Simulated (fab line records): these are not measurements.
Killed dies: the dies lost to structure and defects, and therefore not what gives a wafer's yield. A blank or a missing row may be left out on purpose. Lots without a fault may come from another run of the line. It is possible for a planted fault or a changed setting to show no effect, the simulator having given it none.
fab line records	flow n5Finfet
record: lots: 7	wafers: 21
route steps=1938 shown BEOL_M8@1335 BEOL_M9@1408 BEOL_M11@1552
startH: the number of hours between the record's first day and the start of the first shown wafer of the lot	waitH: how many hours have passed since the lot's step before this one	" unchanged from the row above	L1.1+2: one row covering several wafers at once	- no value, or no start given	* or withheld: withheld	< > ~ a bound
route shown NAME@n: NAME is a module with steps in the file, n the number in the route of the first one	usual: the fault-free wafers' mean and standard deviation	same: alike in all rows	chamber/n: place in a boat	sites: per-site readings	_std_site: their standard deviation	_edge_site: mean of outer sites minus mean of inner sites	radiusMm: for every site, how far away it sits from the centre of the wafer	mask NAME#n: copy n	behind: the last tool/chamber to shape the wafer	hold: reason for holding the lot/hours on hold/outcome of the hold	device: the transistor (n, p or np) that didn't switch	end of line: the tests these same wafers got at the end of their route	a step given without rows: its recipe and nothing more	killed: count of dies lost to structure and defects at first sort (not the wafer's yield)	map: a wafer's dies, marking killed ones x, the rest . and places with no die _
set.NAME: the setting that was run; set.NAME@STEP: the one run at that earlier step	model.NAME: the simulator's own value behind a step, which no gauge read
lots with deliberately changed settings; one table per step, one row per wafer
== steps ==
step: N5_BEOL_M8_PECVD_70
recipe: material: SiO2	targetThkA: 200	tempC: 400	precursor: TEOS/O2	pressureTorr: 5.5	rfW: 450	teosFlowSccm: 53.8	gas: O2	flowSccm: 3000	timeS: 22.7
lot.wafer	tool	chamber	startH	waitH	set.tempC	model.SiO2_of_BEOL_M8_PECVD_70.thkNm
L076.2	pecvd-02	2	216.69	0.0	400	20.2
L076.4	"	2	"	"	389.9	21.4
L076.6	"	1	"	"	389.9	21.2
L082.1	pecvd-01	1	250.80	0.0	386.5	21
L082.2	"	0	"	"	400	19.2
L082.4	"	0	"	"	386.5	21.4
L085.2	pecvd-01	1	272.78	0.0	400	19.8
L085.3	"	0	"	"	400	19.6
L085.5	"	1	"	"	383.9	22
L090.1	pecvd-01	0	304.49	0.0	407.9	18.6
L090.2	"	2	"	"	400	19.8
L090.6	"	2	"	"	400	20
L091.1	pecvd-03	2	306.42	0.0	400	20.4
L091.4	"	2	"	"	400	20.2
L091.5	"	0	"	"	391.1	21.4
L096.3+5	pecvd-01	1	344.36	0.1	400	20
L096.6	"	0	"	"	400	20.2
L095.4+5	pecvd-02	0,1	351.62	0.1	400	20.2
L095.6	"	2	"	"	400	20.4
step: N5_BEOL_M8_HM_DEP_02
recipe: material: TiN	targetThkA: 200	tempC: 25	chamberPressurePa: 0.49996
step: N5_BEOL_M8_COAT_59
recipe: resist: SOC	tempC: 250	timeS: 60	spinRpm: 1500	resistThkNm: 100
step: N5_BEOL_M8_STRIP_80
recipe: chemistry: N2/H2	timeS: 10	powerW: 450	tempC: 40	pressureMtorr: 20	rfFrequencyHz: 6e+07	biasPowerW: 7	n2FlowSccm: 200	h2FlowSccm: 200
step: N5_BEOL_M8_HM_STRIP_39
recipe: chemistry: peroxideTinStrip	material: TiN	targetDepthA: 250	tempC: 50	timeS: 158
lot.wafer	tool	chamber	startH	waitH	set.tempC@BEOL_M8_PECVD_70	model.SiO2_of_BEOL_M8_PECVD_70.thkNm
L076.2	wetBench-06	1	219.42	0.0	400	20
L076.4	"	6	"	"	389.9	21.2
L076.6	"	7	"	"	389.9	21
L082.1	wetBench-05	1	254.61	0.0	386.5	20.8
L082.2	"	0	"	"	400	19
L082.4	"	6	"	"	386.5	21.2
L085.2	wetBench-06	0	276.88	0.0	400	19.6
L085.3	"	7	"	"	400	19.4
L085.5	"	2	"	"	383.9	22
L090.1	wetBench-05	2	308.06	0.0	407.9	18.4
L090.2	"	1	"	"	400	19.6
L090.6	"	7	"	"	400	19.8
L091.1	wetBench-05	6	312.15	0.0	400	20.2
L091.4	"	2	"	"	400	20
L091.5	"	5	"	"	391.1	21.2
L096.3+5+6	wetBench-06	5,4,0	347.29	0.0	400	20
L095.4+5	wetBench-06	3,0	356.24	0.0	400	20
L095.6	"	1	"	"	400	20.2
step: N5_BEOL_M9_COAT_05
recipe: resist: CAR-ArF	spinRpm: 1500	resistThkNm: 90
lot.wafer	tool	chamber	startH	waitH	set.spinRpm	model.CAR-ArF_of_BEOL_M9_COAT_05.thkNm
L076.2	lithoTrack-04	0	-	-	1500	89.6
L076.4+6	"	0	"	"	1500	89.8
L082.1+2	lithoTrack-04	0	-	-	1500	90
L082.4	"	0	"	"	1500	89.8
L085.2	lithoTrack-04	0	-	-	1662	85.2
L085.3	"	0	"	"	1500	89.6
L085.5	"	0	"	"	1500	89.8
L090.1+6	lithoTrack-05	0	-	-	1549	88
L090.2	"	0	"	"	1500	89.4
L091.1+5	lithoTrack-05	0	-	-	1500	89.8
L091.4	"	0	"	"	1661	85.4
L096.3	lithoTrack-03	0	-	-	1500	90.4
L096.5+6	"	0	"	"	1500	90
L095.4	lithoTrack-05	0	-	-	1607	86.8
L095.5	"	0	"	"	1500	89.8
L095.6	"	0	"	"	1500	89.2
step: N5_BEOL_M9_EBR_07
recipe: solvent: PGMEA	ebrWidthMm: 1.5
step: N5_BEOL_M9_SOFTBAKE_06
recipe: tempC: 110	timeS: 60	resist: CAR-ArF
step: N5_BEOL_M9_EXPOSE_08
recipe: maskId: M9	na: 1.35	sourceShape: dipole	sigmaInner: 0.411	sigmaOuter: 0.611	polarization: te	doseMj: 53.75
step: N5_BEOL_M9_PEB_09
recipe: pebTempC: withheld	pebTimeS: 60	resist: CAR-ArF
step: N5_BEOL_M9_DEVELOP_10
recipe: developTimeS: 30	developer: TMAH	resist: CAR-ArF	rinseLiquid: diw	dry: airSpin	devTempC: 23
lot.wafer	tool	chamber	startH	waitH	set.spinRpm@BEOL_M9_COAT_05	model.CAR-ArF_of_BEOL_M9_COAT_05.thkNm
L076.2+4	lithoTrack-03	0	-	-	1500	88
L076.6	"	0	"	"	1500	88.2
L082.1+2+4	lithoTrack-03	0	-	-	1500	88.2
L085.2	lithoTrack-04	0	-	-	1662	83.4
L085.3+5	"	0	"	"	1500	88
L090.1	lithoTrack-05	0	-	-	1549	86.4
L090.2	"	0	"	"	1500	87.8
L090.6	"	0	"	"	1549	86.2
L091.1+5	lithoTrack-05	0	-	-	1500	88
L091.4	"	0	"	"	1661	83.6
L096.3	lithoTrack-04	0	-	-	1500	88.6
L096.5	"	0	"	"	1500	88.2
L096.6	"	0	"	"	1500	88.4
L095.4	lithoTrack-04	0	-	-	1607	85
L095.5	"	0	"	"	1500	88.2
L095.6	"	0	"	"	1500	87.6
step: N5_BEOL_M9_DESCUM_16
recipe: chemistry: O2	timeS: 7.9	sourcePowerW: 50	biasPowerW: 20	pressureMtorr: 20	rfFrequencyHz: 2.712e+07	tempC: 40	resist: CAR-ArF	o2FlowSccm: 225
lot.wafer	tool	chamber	startH	waitH	set.spinRpm@BEOL_M9_COAT_05	model.CAR-ArF_of_BEOL_M9_COAT_05.thkNm
L076.2+4+6	rieDiel-06	2,3,2	225.59	0.0	1500	83.2
L082.1+2	rieDiel-01	2,0	262.01	0.0	1500	83.4
L082.4	"	3	"	"	1500	83.2
L085.2	rieDiel-06	0	281.92	0.4	1662	78.6
L085.3	"	1	"	"	1500	83
L085.5	"	0	"	"	1500	83.2
L090.1	rieDiel-01	0	312.97	0.0	1549	81.6
L090.2	"	2	"	"	1500	82.8
L090.6	"	1	"	"	1549	81.4
L091.1	rieDiel-06	2	316.43	0.0	1500	83.2
L091.4	"	0	"	"	1661	78.8
L091.5	"	3	"	"	1500	83
L096.3	rieDiel-02	2	353.03	0.0	1500	83.8
L096.5+6	"	1,2	"	"	1500	83.4
L095.4	rieDiel-02	0	362.62	0.0	1607	80.2
L095.5	"	1	"	"	1500	83.2
L095.6	"	2	"	"	1500	82.6
step: N5_BEOL_M9_TRENCH_ETCH_37
recipe: chemistry: C4F6/O2	targetDepthA: 1514.3	target: SiCOH_lowk	timeS: 49	ionEnergyEv: 250	pressureMtorr: 30	sourceW: 345	biasW: 185	Ar_flow_sccm: 300	C4F6_flow_sccm: 10	O2_flow_sccm: 10
lot.wafer	tool	chamber	startH	waitH	set.timeS	model.etch.depthNm	model.BEOL_M9.featureDepthNm	model.TiN_of_BEOL_M9_HM_DEP_02.thkNm
L076.2	rieDiel-06	2	-	-	53.22	163.7	163.8	15.4
L076.4	"	1	"	"	49	152.4	152.4	15.8
L076.6	"	1	"	"	53.22	166.1	166.2	15.2
L082.1	rieDiel-02	0	-	-	49	157.6	157.6	16.2
L082.2	"	2	"	"	54.93	165.9	166	16
L082.4	"	2	"	"	49	149.4	149.4	16
L085.2	rieDiel-01	1	-	-	43.24	130.4	130.4	16.4
L085.3	"	0	"	"	49	151	151	15.8
L085.5	"	3	"	"	43.24	128.9	128.8	16.4
L090.1	rieDiel-06	3	-	-	49	154.2	154.2	16
L090.2	"	2	"	"	55.85	171.5	171.6	15.2
L090.6	"	2	"	"	49	149.5	149.6	16.2
L091.1+5	rieDiel-06	0,1	-	-	49	151.2	151.2	16
L091.4	"	1	"	"	39.3	122.1	122.2	16.8
L096.3	rieDiel-02	0	-	-	49	153.7	153.6	15.8
L096.5	"	0	"	"	49	153.6	153.6	15.6
L096.6	"	2	"	"	49	147.5	147.6	15.8
L095.4	rieDiel-06	1	-	-	49	152.2	152.2	15.8
L095.5	"	3	"	"	45.37	143.4	143.4	16.2
L095.6	"	0	"	"	45.37	139.3	139.2	16
step: N5_BEOL_M9_ETCH_41
recipe: chemistry: CH3F/O2	target: SiCN	targetDepthA: 366	taperDeg: 2	timeS: 70.1	ionEnergyEv: 120	maskMaterial: TiN	pressureMtorr: 30	sourceW: 395	biasW: 75	Ar_flow_sccm: 150	CH3F_flow_sccm: 30	O2_flow_sccm: 20
step: N5_BEOL_M9_STRIP_80
recipe: chemistry: N2/H2	timeS: 10	powerW: 450	tempC: 40	pressureMtorr: 20	rfFrequencyHz: 6e+07	biasPowerW: 7	n2FlowSccm: 200	h2FlowSccm: 200
step: N5_BEOL_M9_OCD_MEAS_38
usual: trenchDepthNm: 151.0/2.9
lot.wafer	tool	chamber	startH	waitH	set.timeS@BEOL_M9_TRENCH_ETCH_37	trenchDepthNm
L076.2	ocd-01	-	228.54	-	53.22	163.6
L076.4	"	-	"	"	49	152.4
L076.6	"	-	"	"	53.22	165.9
L082.1	ocd-01	-	263.47	-	49	157.8
L082.2	"	-	"	"	54.93	165.0
L082.4	"	-	"	"	49	149.7
L085.2	ocd-02	-	284.42	-	43.24	130.5
L085.3	"	-	"	"	49	151.3
L085.5	"	-	"	"	43.24	129.1
L090.1	ocd-01	-	317.49	-	49	154.0
L090.2	"	-	"	"	55.85	171.9
L090.6	"	-	"	"	49	149.2
L091.1	ocd-02	-	318.34	-	49	151.5
L091.4	"	-	"	"	39.3	122.1
L091.5	"	-	"	"	49	151.0
L096.3	ocd-02	-	356.18	-	49	153.3
L096.5	"	-	"	"	49	153.6
L096.6	"	-	"	"	49	147.2
L095.4	ocd-02	-	364.03	-	49	151.9
L095.5	"	-	"	"	45.37	143.3
L095.6	"	-	"	"	45.37	139.1
step: N5_BEOL_M9_ALD_74
recipe: material: TaN	targetThkA: 20	tempC: 275	aldPrecursorFamily: PDMAT	aldCoReactant: NH3	pressureTorr: 3	carrierFlowSccm: 1500	pulseTimeS: 2	purgeTimeS: 3	coReactantPurgeTimeS: 2	coReactantPulseTimeS: 3	aldCycles: 40	precursorVesselTempC: 75	precursorVesselPressureTorr: 26.25	precursorVesselCarrierSccm: 1000
lot.wafer	tool	chamber	startH	waitH	set.aldCycles
L076.2+4	aldMetal-03	2,3	229.54	0.3	40
L076.6	"	1	"	"	35
L082.1	aldMetal-02	2	264.62	0.1	40
L082.2+4	"	3,0	"	"	36
L085.2+3	aldMetal-01	2,0	285.33	0.1	40
L085.5	"	2	"	"	38
L090.1+6	aldMetal-03	0,1	318.15	0.0	40
L090.2	"	1	"	"	43
L091.1+4	aldMetal-02	0,2	318.97	0.0	36
L091.5	"	1	"	"	40
L096.3+5+6	aldMetal-01	0,3,2	356.91	0.0	40
L095.4+5+6	aldMetal-02	3,1,2	364.91	0.0	40
step: N5_BEOL_M9_SURFACE_TREAT_79
recipe: gas: Ar	timeS: *	ionEnergyEv: *	ionCurrentMaCm2: 0.5	pressureMtorr: *	arFlowSccm: 30
step: N5_BEOL_M9_CVD_78
recipe: material: Co	targetThkA: 20	tempC: withheld	precursor: CCTBA/H2	pressureTorr: 30	timeS: 138.9
step: N5_BEOL_M9_ECD_50
recipe: material: Cu	targetThkA: 3180
step: N5_BEOL_M9_ANNEAL_51
recipe: tempC: 225	timeS: 90	ambient: N2
step: N5_BEOL_M9_CMP_52
recipe: stopOn: SiCOH_lowk	tOverpolishS: 7	downForcePsi: 1	platenRpm: 50	clearingPlatenDownForcePsi: 1.5	clearingPlatenRpm: 50	postCmpClean: cuAlkaline	targetThkNm: 140	clearingPlatenPadVelocityMS: 0.99484	padVelocityMS: 0.99484
lot.wafer	tool	chamber	startH	waitH	set.timeS@BEOL_M9_TRENCH_ETCH_37	model.Cu_of_BEOL_M9_ECD_50.thkNm
L076.2	cmp-03	2	231.33	0.2	53.22	153
L076.4	"	0	"	"	49	143
L076.6	"	2	"	"	53.22	154.2
L082.1	cmp-04	2	265.79	0.3	49	145.4
L082.2	"	3	"	"	54.93	157.4
L082.4	"	0	"	"	49	136.6
L085.2	cmp-03	1	286.75	0.3	43.24	119.6
L085.3	"	2	"	"	49	138.6
L085.5	"	0	"	"	43.24	118.4
L090.1	cmp-03	0	319.40	0.3	49	144.4
L090.2	"	1	"	"	55.85	160.8
L090.6	"	3	"	"	49	139.4
L091.1	cmp-04	2	320.03	0.3	49	140
L091.4	"	3	"	"	39.3	111.8
L091.5	"	1	"	"	49	137.4
L096.3	cmp-04	3	359.05	0.2	49	143.4
L096.6	"	2	"	"	49	135.2
L096.5	"	3	"	"	49	144
L095.4	cmp-01	0	367.51	0.1	49	139
L095.6	"	0	"	"	45.37	126.8
L095.5	"	1	"	"	45.37	131.2
step: N5_BEOL_M9_THK_MEAS_53
recipe: thkMeasGauge: xrf	reads: Cu_of_BEOL_M9_ECD_50
usual: M9_THK: 142/3.2
lot.wafer	tool	chamber	startH	waitH	set.timeS@BEOL_M9_TRENCH_ETCH_37	M9_THK[nm]
L076.2	filmMetro-02	-	231.63	-	53.22	154
L076.4	"	-	"	"	49	144
L076.6	"	-	"	"	53.22	154
L082.1	filmMetro-01	-	266.09	-	49	148
L082.2	"	-	"	"	54.93	160
L082.4	"	-	"	"	49	139
L085.2	filmMetro-01	-	286.97	-	43.24	122
L085.3	"	-	"	"	49	141
L085.5	"	-	"	"	43.24	120
L090.1	filmMetro-02	-	319.66	-	49	147
L090.2	"	-	"	"	55.85	164
L090.6	"	-	"	"	49	141
L091.1	filmMetro-01	-	320.29	-	49	144
L091.4	"	-	"	"	39.3	115
L091.5	"	-	"	"	49	141
L096.3	filmMetro-01	-	359.32	0.2	49	145
L096.5	"	-	"	"	49	146
L096.6	"	-	"	"	49	137
L095.4	filmMetro-01	-	367.81	-	49	142
L095.5	"	-	"	"	45.37	134
L095.6	"	-	"	"	45.37	130
step: N5_BEOL_M9_PRE_CLEAN_55
recipe: gas: NH3	timeS: 15	tempC: withheld	rfPowerW: 300
step: N5_BEOL_M9_DEP_56
recipe: material: SiCN	targetThkA: 150	tempC: withheld	precursor: 3MS/NH3	pressureTorr: 3	rfW: 202	timeS: 26.5
step: N5_BEOL_M9_RS_MEAS_57
recipe: thkMeasGauge: four-point-probe	reads: Cu_of_BEOL_M9_ECD_50+Co_of_BEOL_M9_CVD_78+TaN_of_BEOL_M9_ALD_74
usual: M9_RS: 0.151/0.0037
lot.wafer	tool	chamber	startH	waitH	set.timeS@BEOL_M9_TRENCH_ETCH_37	M9_RS[ohm/sq]
L076.2	filmMetro-02	-	231.80	0.1	53.22	0.137
L076.4	"	-	"	"	49	0.147
L076.6	"	-	"	"	53.22	0.135
L082.1	filmMetro-02	-	266.22	0.1	49	0.145
L082.2	"	-	"	"	54.93	0.133
L082.4	"	-	"	"	49	0.155
L085.2	filmMetro-01	-	287.11	0.1	43.24	0.180
L085.3	"	-	"	"	49	0.153
L085.5	"	-	"	"	43.24	0.182
L090.1	filmMetro-02	-	319.79	0.1	49	0.145
L090.2	"	-	"	"	55.85	0.129
L090.6	"	-	"	"	49	0.151
L091.1	filmMetro-01	-	320.42	0.1	49	0.151
L091.4	"	-	"	"	39.3	0.194
L091.5	"	-	"	"	49	0.155
L096.3	filmMetro-02	-	359.46	0.1	49	0.147
L096.5	"	-	"	"	49	0.146
L096.6	"	-	"	"	49	0.157
L095.4	filmMetro-02	-	367.94	0.0	49	0.152
L095.5	"	-	"	"	45.37	0.162
L095.6	"	-	"	"	45.37	0.168
step: N5_BEOL_M11_DESCUM_16
recipe: chemistry: O2	timeS: 7.9	sourcePowerW: 50	biasPowerW: 20	pressureMtorr: 20	rfFrequencyHz: 2.712e+07	tempC: 40	resist: CAR-ArF	o2FlowSccm: 225
lot.wafer	tool	chamber	startH	waitH	set.timeS	model.CAR-ArF_of_BEOL_M11_COAT_05.thkNm
L076.2+4	rieDiel-02	3	243.43	0.0	6.666	84.4
L076.6	"	2	"	"	6.666	84.8
L082.1+2	rieDiel-06	2,1	277.34	0.0	7.9	83.6
L082.4	"	3	"	"	9.213	82.8
L085.2+3	rieDiel-02	0,1	296.43	0.1	7.9	83.2
L085.5	"	3	"	"	9.256	82.4
L090.1+2	rieDiel-02	2,0	336.16	0.0	7.9	83.4
L090.6	"	3	"	"	9.338	82.6
L091.1	rieDiel-06	0	336.72	0.2	7.338	84
L091.4+5	"	3,2	"	"	7.338	83.6
L096.3+5+6	rieDiel-01	3,3,2	368.26	0.3	7.9	83
L095.4+6	rieDiel-01	2,1	378.72	0.0	7.9	83.8
L095.5	"	0	"	"	8.511	83.4
step: N5_BEOL_M11_ETCH_61
recipe: chemistry: CF4	target: SiARC	targetDepthA: 390	maskMaterial: CAR-ArF	timeS: 65	ionEnergyEv: 80	pressureMtorr: 40	sourceW: 545	biasW: 36	Ar_flow_sccm: 100	cf4FlowSccm: 100	ends: cleared
lot.wafer	tool	chamber	startH	waitH	set.timeS@BEOL_M11_DESCUM_16	model.CAR-ArF_of_BEOL_M11_COAT_05.thkNm
L076.2	rieDiel-02	3	243.46	0.0	6.666	56.4
L076.4	"	3	"	"	6.666	56.2
L076.6	"	2	"	"	6.666	56.6
L082.1+2	rieDiel-06	2,1	277.38	0.0	7.9	55.8
L082.4	"	3	"	"	9.213	55
L085.2	rieDiel-02	0	296.46	0.0	7.9	55.2
L085.3	"	1	"	"	7.9	55
L085.5	"	3	"	"	9.256	54.4
L090.1+2	rieDiel-02	2,0	336.19	0.0	7.9	55.6
L090.6	"	3	"	"	9.338	54.6
L091.1	rieDiel-06	0	336.75	0.0	7.338	56
L091.4+5	"	3,2	"	"	7.338	55.8
L096.3	rieDiel-01	3	368.29	0.0	7.9	55
L096.5+6	"	3,2	"	"	7.9	55.2
L095.4+6	rieDiel-01	2,1	378.76	0.0	7.9	55.8
L095.5	"	0	"	"	8.511	55.4
step: N5_BEOL_M11_COAT_22
recipe: resist: CAR-ArF	spinRpm: 1500	resistThkNm: 90
lot.wafer	tool	chamber	startH	waitH	set.spinRpm	model.CAR-ArF_of_BEOL_M11_COAT_22.thkNm
L076.2+4	lithoTrack-03	0	-	-	1500	89.4
L076.6	"	0	"	"	1500	89.2
L082.1	lithoTrack-03	0	-	-	1376	94.2
L082.2	"	0	"	"	1376	94
L082.4	"	0	"	"	1500	90.2
L085.2+3	lithoTrack-03	0	-	-	1500	90
L085.5	"	0	"	"	1500	90.2
L090.1	lithoTrack-02	0	-	-	1500	90.4
L090.2	"	0	"	"	1412	92.6
L090.6	"	0	"	"	1412	93
L091.1+4	lithoTrack-04	0	-	-	1500	90
L091.5	"	0	"	"	1412	92.6
L096.3+6	lithoTrack-03	0	-	-	1500	89.8
L096.5	"	0	"	"	1500	90.2
L095.4	lithoTrack-03	0	-	-	1500	90.6
L095.5	"	0	"	"	1500	90.2
L095.6	"	0	"	"	1423	92.8
step: N5_BEOL_M11_EBR_24
recipe: solvent: PGMEA	ebrWidthMm: 1.5
step: N5_BEOL_M11_SOFTBAKE_23
recipe: tempC: 110	timeS: 60	resist: CAR-ArF
step: N5_BEOL_M11_EXPOSE_25
recipe: maskId: V10	na: 1.35	sourceShape: annular	sigmaInner: 0.5	sigmaOuter: 0.8	polarization: unpolarized	doseMj: 85.5
step: N5_BEOL_M11_PEB_26
recipe: pebTempC: withheld	pebTimeS: 60	resist: CAR-ArF
step: N5_BEOL_M11_DEVELOP_27
recipe: developTimeS: 30	developer: TMAH	resist: CAR-ArF	rinseLiquid: diw	dry: airSpin	devTempC: 23
lot.wafer	tool	chamber	startH	waitH	set.spinRpm@BEOL_M11_COAT_22	model.CAR-ArF_of_BEOL_M11_COAT_22.thkNm
L076.2	lithoTrack-02	0	-	-	1500	87.6
L076.4	"	0	"	"	1500	87.8
L076.6	"	0	"	"	1500	87.4
L082.1+2	lithoTrack-04	0	-	-	1376	92.4
L082.4	"	0	"	"	1500	88.4
L085.2+3	lithoTrack-04	0	-	-	1500	88.2
L085.5	"	0	"	"	1500	88.4
L090.1	lithoTrack-04	0	-	-	1500	88.6
L090.2	"	0	"	"	1412	91
L090.6	"	0	"	"	1412	91.2
L091.1	lithoTrack-03	0	-	-	1500	88.2
L091.4	"	0	"	"	1500	88.4
L091.5	"	0	"	"	1412	91
L096.3+6	lithoTrack-03	0	-	-	1500	88.2
L096.5	"	0	"	"	1500	88.4
L095.4	lithoTrack-03	0	-	-	1500	88.8
L095.5	"	0	"	"	1500	88.4
L095.6	"	0	"	"	1423	91
step: N5_BEOL_M11_DESCUM_33
recipe: chemistry: O2	timeS: 7.9	sourcePowerW: 50	biasPowerW: 20	pressureMtorr: 20	rfFrequencyHz: 2.712e+07	tempC: 40	resist: CAR-ArF	o2FlowSccm: 225
step: N5_BEOL_M11_ETCH_65
recipe: chemistry: CF4	target: SiARC	targetDepthA: 390	maskMaterial: CAR-ArF	timeS: 65	ionEnergyEv: 80	pressureMtorr: 40	sourceW: 545	biasW: 36	Ar_flow_sccm: 100	cf4FlowSccm: 100	ends: cleared
lot.wafer	tool	chamber	startH	waitH	set.spinRpm@BEOL_M11_COAT_22	model.CAR-ArF_of_BEOL_M11_COAT_22.thkNm
L076.2+4	rieDiel-02	2	246.58	0.0	1500	54.8
L076.6	"	1	"	"	1500	54.6
L082.1	rieDiel-06	0	280.37	0.0	1376	59.4
L082.2	"	3	"	"	1376	59.2
L082.4	"	2	"	"	1500	55.6
L085.2+3	rieDiel-02	1,2	298.29	0.0	1500	55.4
L085.5	"	1	"	"	1500	55.6
L090.1	rieDiel-06	3	339.63	0.0	1500	55.8
L090.2	"	0	"	"	1412	58
L090.6	"	1	"	"	1412	58.4
L091.1	rieDiel-02	2	342.33	0.0	1500	55.2
L091.4	"	2	"	"	1500	55.4
L091.5	"	0	"	"	1412	57.8
L096.3	rieDiel-01	0	370.14	0.0	1500	55.2
L096.5	"	1	"	"	1500	55.6
L096.6	"	0	"	"	1500	55.4
L095.4	rieDiel-06	3	380.40	0.0	1500	55.8
L095.5	"	1	"	"	1500	55.4
L095.6	"	0	"	"	1423	58.2
== key ==
split: step: N5_BEOL_M8_PECVD_70	setting: tempC	stated: 400	by: wafer
response: step: N5_BEOL_M8_PECVD_70	reading: model.SiO2_of_BEOL_M8_PECVD_70.thkNm	change: -0.556	per: 1%	r: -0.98
response: step: N5_BEOL_M8_HM_STRIP_39	reading: model.SiO2_of_BEOL_M8_PECVD_70.thkNm	change: -0.575	per: 1%	r: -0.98
split: step: N5_BEOL_M9_COAT_05	setting: spinRpm	stated: 1500	by: wafer
response: step: N5_BEOL_M9_COAT_05	reading: model.CAR-ArF_of_BEOL_M9_COAT_05.thkNm	change: -0.408	per: 1%	r: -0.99
response: step: N5_BEOL_M9_DEVELOP_10	reading: model.CAR-ArF_of_BEOL_M9_COAT_05.thkNm	change: -0.417	per: 1%	r: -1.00
response: step: N5_BEOL_M9_DESCUM_16	reading: model.CAR-ArF_of_BEOL_M9_COAT_05.thkNm	change: -0.403	per: 1%	r: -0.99
split: step: N5_BEOL_M9_TRENCH_ETCH_37	setting: timeS	stated: 49	by: wafer
response: step: N5_BEOL_M9_TRENCH_ETCH_37	reading: model.etch.depthNm	change: +1.44	per: 1%	r: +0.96
response: step: N5_BEOL_M9_TRENCH_ETCH_37	reading: model.BEOL_M9.featureDepthNm	change: +1.44	per: 1%	r: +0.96
response: step: N5_BEOL_M9_TRENCH_ETCH_37	reading: model.TiN_of_BEOL_M9_HM_DEP_02.thkNm	change: -0.0432	per: 1%	r: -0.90
response: step: N5_BEOL_M9_OCD_MEAS_38	reading: trenchDepthNm	change: +1.44	per: 1%	r: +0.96
response: step: N5_BEOL_M9_CMP_52	reading: model.Cu_of_BEOL_M9_ECD_50.thkNm	change: +1.39	per: 1%	r: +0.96
response: step: N5_BEOL_M9_THK_MEAS_53	reading: M9_THK	change: +1.43	per: 1%	r: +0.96
response: step: N5_BEOL_M9_RS_MEAS_57	reading: M9_RS	change: -0.00181	per: 1%	r: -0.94
split: step: N5_BEOL_M9_ALD_74	setting: aldCycles	stated: 40	by: wafer
response none clear
split: step: N5_BEOL_M11_DESCUM_16	setting: timeS	stated: 7.9	by: wafer
response: step: N5_BEOL_M11_DESCUM_16	reading: model.CAR-ArF_of_BEOL_M11_COAT_05.thkNm	change: -0.0464	per: 1%	r: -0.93
response: step: N5_BEOL_M11_ETCH_61	reading: model.CAR-ArF_of_BEOL_M11_COAT_05.thkNm	change: -0.0484	per: 1%	r: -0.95
split: step: N5_BEOL_M11_COAT_22	setting: spinRpm	stated: 1500	by: wafer
response: step: N5_BEOL_M11_COAT_22	reading: model.CAR-ArF_of_BEOL_M11_COAT_22.thkNm	change: -0.452	per: 1%	r: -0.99
response: step: N5_BEOL_M11_DEVELOP_27	reading: model.CAR-ArF_of_BEOL_M11_COAT_22.thkNm	change: -0.464	per: 1%	r: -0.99
response: step: N5_BEOL_M11_ETCH_65	reading: model.CAR-ArF_of_BEOL_M11_COAT_22.thkNm	change: -0.444	per: 1%	r: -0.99
